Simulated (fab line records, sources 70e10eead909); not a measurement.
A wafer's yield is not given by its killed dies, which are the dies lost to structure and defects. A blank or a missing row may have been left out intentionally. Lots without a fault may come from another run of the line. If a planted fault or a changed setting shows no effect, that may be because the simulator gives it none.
Chamber matching / flow nand harc / NHARC_A_STAIRCASE_DEP_322 on pecvd-04 has 3 sister chambers
The step deposits SiO2, target thk 3800 nm. 6 wafers are shown with their chamber, then 7 later ones without.

== WAFERS WITH THEIR CHAMBER ==
wafer=L081.3; chamber=1; susceptor temp C (C)=400.09; heater power w (W)=878
wafer=L083.1; chamber=1; susceptor temp C (C)=400.26; heater power w (W)=826
wafer=L083.5; chamber=2; susceptor temp C (C)=399.87; heater power w (W)=702
wafer=L083.6; chamber=0; susceptor temp C (C)=399.84; heater power w (W)=616
wafer=L084.1; chamber=0; susceptor temp C (C)=400.02; heater power w (W)=758
wafer=L084.5; chamber=2; susceptor temp C (C)=400.00; heater power w (W)=690

== WAFERS WHOSE CHAMBER IS MISSING ==
wafer=L084.6; susceptor temp C (C)=399.95; heater power w (W)=628
wafer=L086.1; susceptor temp C (C)=399.52; heater power w (W)=710
wafer=L086.2; susceptor temp C (C)=399.77; heater power w (W)=851
wafer=L086.3; susceptor temp C (C)=400.09; heater power w (W)=881
wafer=L093.1; susceptor temp C (C)=399.60; heater power w (W)=843
wafer=L093.2; susceptor temp C (C)=399.98; heater power w (W)=773
wafer=L093.5; susceptor temp C (C)=400.11; heater power w (W)=669

== THE CHAMBER EACH PASSED THROUGH ==
wafer=L084.6; from the rows above=can't be placed: 0 or 2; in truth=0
wafer=L086.1; from the rows above=can't be placed: 0 or 2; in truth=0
wafer=L086.2; from the rows above=can't be placed: 2 or 0 or 1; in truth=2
wafer=L086.3; from the rows above=1; in truth=1
wafer=L093.1; from the rows above=can't be placed: 2 or 0 or 1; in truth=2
wafer=L093.2; from the rows above=can't be placed: 2 or 0 or 1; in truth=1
wafer=L093.5; from the rows above=can't be placed: 2 or 0 or 1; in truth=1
Correctly placed: 1 of 7. From these rows, 6 cannot be placed; in 6 the true chamber is one of the candidates. Number placed wrongly: 0.
How it was worked out, from the rows above alone: a wafer's distance from a chamber is the root of the sum, over the readings, of the square of ((its reading less the chamber's mean) divided by the reading's scatter). If the next closest chamber is less than 2 further off than the closest, the wafer can't be placed; otherwise it belongs to the closest. Each chamber's mean is taken over the wafers shown for it. The scatter: take each reading less its chamber's mean, square it, sum over the shown wafers, divide by the number of wafers less the number of chambers, and take the root.
